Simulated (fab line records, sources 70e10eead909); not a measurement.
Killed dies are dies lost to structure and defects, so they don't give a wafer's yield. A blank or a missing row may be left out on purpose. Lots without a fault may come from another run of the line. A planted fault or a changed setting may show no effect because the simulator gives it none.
Tool commonality check | flow nand_harc | 12 lots, 36 wafers sampled

WHY IT WAS OPENED
At NHARC_A_M0_THK_MEAS_24 the reading thk_nm is flagged on 2 of 12 lots. Wafers without a fault read 114.2 nm, standard deviation 1.5.
Rule: a lot is flagged when every wafer of it that has a number lies more than 4 standard deviations from that mean, or none has a number. The other lots count as sound.

lot  | measured     | on            | thk_nm (nm), wafer by wafer | flag
L694 | day 23 09:18 | film_metro-01 | 115.2 111.2 114.1           |
L695 | day 23 12:17 | film_metro-01 | 115.4 113.0 112.3           |
L699 | day 25 19:38 | film_metro-01 | 112.9 115.6 113.4           |
L701 | day 27 00:16 | film_metro-02 | 114.9 111.7 113.5           |
L703 | day 27 01:04 | film_metro-02 | 115.4 118.7 116.5           |
L702 | day 27 19:01 | film_metro-01 | 404.0 410.0 406.2           | FLAGGED
L704 | day 28 04:48 | film_metro-01 | 396.0 395.4 401.0           | FLAGGED
L705 | day 28 20:38 | film_metro-01 | 116.3 113.7 114.4           |
L708 | day 28 23:58 | film_metro-02 | 115.7 112.2 114.6           |
L706 | day 29 05:10 | film_metro-02 | 115.5 112.3 116.1           |
L715 | day 31 21:17 | film_metro-01 | 111.9 113.9 112.0           |
L714 | day 31 23:07 | film_metro-02 | 112.6 115.6 115.3           |
The numbers of the flagged lots are 402.1 nm on average: +287.9 nm against the usual, or +99 or more standard deviations.

WHICH TOOL RAN EACH LOT
The record holds 2 process steps before the reading, out of a route of 1302 steps. In each cell: the tool, then ch and the chambers that the sampled wafers went through, then the start.
lot  | flag    | NHARC_A_BLC_ETCH_17                           | NHARC_A_M0_CMP_23
L694 |         | rie_diel-10 ch 0,3, day 23 05:48 or earlier   | cmp-02 ch 1,2,3, day 23 08:59
L695 |         | rie_diel-10 ch 0,1,3, day 23 08:50 or earlier | cmp-04 ch 0,3, day 23 12:01
L699 |         | rie_diel-10 ch 1,2,3, day 25 16:13 or earlier | cmp-02 ch 0,1, day 25 19:19
L701 |         | rie_diel-04 ch 0,2, day 26 20:47 or earlier   | cmp-02 ch 0,3, day 26 23:57
L703 |         | rie_diel-04 ch 0,1,2, day 26 21:35 or earlier | cmp-01 ch 0,2,3, day 27 00:46
L702 | FLAGGED | rie_diel-04 ch 1,3, day 27 15:45 or earlier   | cmp-04 ch 0,3, day 27 18:44
L704 | FLAGGED | rie_diel-04 ch 0,3, day 28 01:22 or earlier   | cmp-04 ch 0,1, day 28 04:29
L705 |         | rie_diel-10 ch 0,1,2, day 28 17:13 or earlier | cmp-02 ch 0,1,2, day 28 20:21
L708 |         | rie_diel-10 ch 0,1,2, day 28 20:29 or earlier | cmp-01 ch 0,2,3, day 28 23:39
L706 |         | rie_diel-10 ch 0,1,3, day 29 01:52 or earlier | cmp-02 ch 0,1,2, day 29 04:55
L715 |         | rie_diel-01 ch 1,2, day 31 17:52 or earlier   | cmp-04 ch 0,3, day 31 20:58
L714 |         | rie_diel-04 ch 0,2,3, day 31 19:42 or earlier | cmp-01 ch 1,2,3, day 31 22:50
What these steps do:
- NHARC_A_BLC_ETCH_17: etches the open film in N2/H2, target depth 390 nm, time 609.38 s.
- NHARC_A_M0_CMP_23: polishes, t overpolish 20 s, target thk 113.75 nm.
- NHARC_A_M0_THK_MEAS_24: measures by xrf.

FLAGGED OVER TOTAL, TOOL BY TOOL (the gauges that took the reading come last)
step                   | tool          | lots run | flagged | share of the flagged lots | sound lots run after its first flagged lot
NHARC_A_BLC_ETCH_17    | rie_diel-01   | 1        | 0       | none                      | -
NHARC_A_BLC_ETCH_17    | rie_diel-04   | 5        | 2       | all                       | 1 (L714)
NHARC_A_BLC_ETCH_17    | rie_diel-10   | 6        | 0       | none                      | -
NHARC_A_M0_CMP_23      | cmp-01        | 3        | 0       | none                      | -
NHARC_A_M0_CMP_23      | cmp-02        | 5        | 0       | none                      | -
NHARC_A_M0_CMP_23      | cmp-04        | 4        | 2       | all                       | 1 (L715)
NHARC_A_M0_THK_MEAS_24 | film_metro-01 | 7        | 2       | all                       | 2 (L705,L715)
NHARC_A_M0_THK_MEAS_24 | film_metro-02 | 5        | 0       | none                      | -
NHARC_A_BLC_ETCH_17 gives no start for some lots, so the hours and the order of its lots are those of NHARC_A_BLC_INSPECT_28.

WHAT THE TABLE ALLOWS
3 rows of the table ran every flagged lot: rie_diel-04 at NHARC_A_BLC_ETCH_17, cmp-04 at NHARC_A_M0_CMP_23, film_metro-01 at NHARC_A_M0_THK_MEAS_24.
- rie_diel-04 at NHARC_A_BLC_ETCH_17: 2 of its 5 lots flagged. Sound lots ran on it after the first flagged one (L714), which a lasting fault on the whole tool wouldn't allow.
- cmp-04 at NHARC_A_M0_CMP_23: 2 of its 4 lots flagged. Sound lots ran on it after the first flagged one (L715), which a lasting fault on the whole tool wouldn't allow. On the flagged lots its readings are blank where sound lots have values: edge_zone_pressure_frac, motor_current_A, time_to_endpoint_s.
- film_metro-01 at NHARC_A_M0_THK_MEAS_24: 2 of its 7 lots flagged. Sound lots ran on it after the first flagged one (L705, L715), which a lasting fault on the whole tool wouldn't allow.
No row of the table ran every flagged lot and no sound lot after the first.

WHAT THE SIMULATOR HAD PUT IN
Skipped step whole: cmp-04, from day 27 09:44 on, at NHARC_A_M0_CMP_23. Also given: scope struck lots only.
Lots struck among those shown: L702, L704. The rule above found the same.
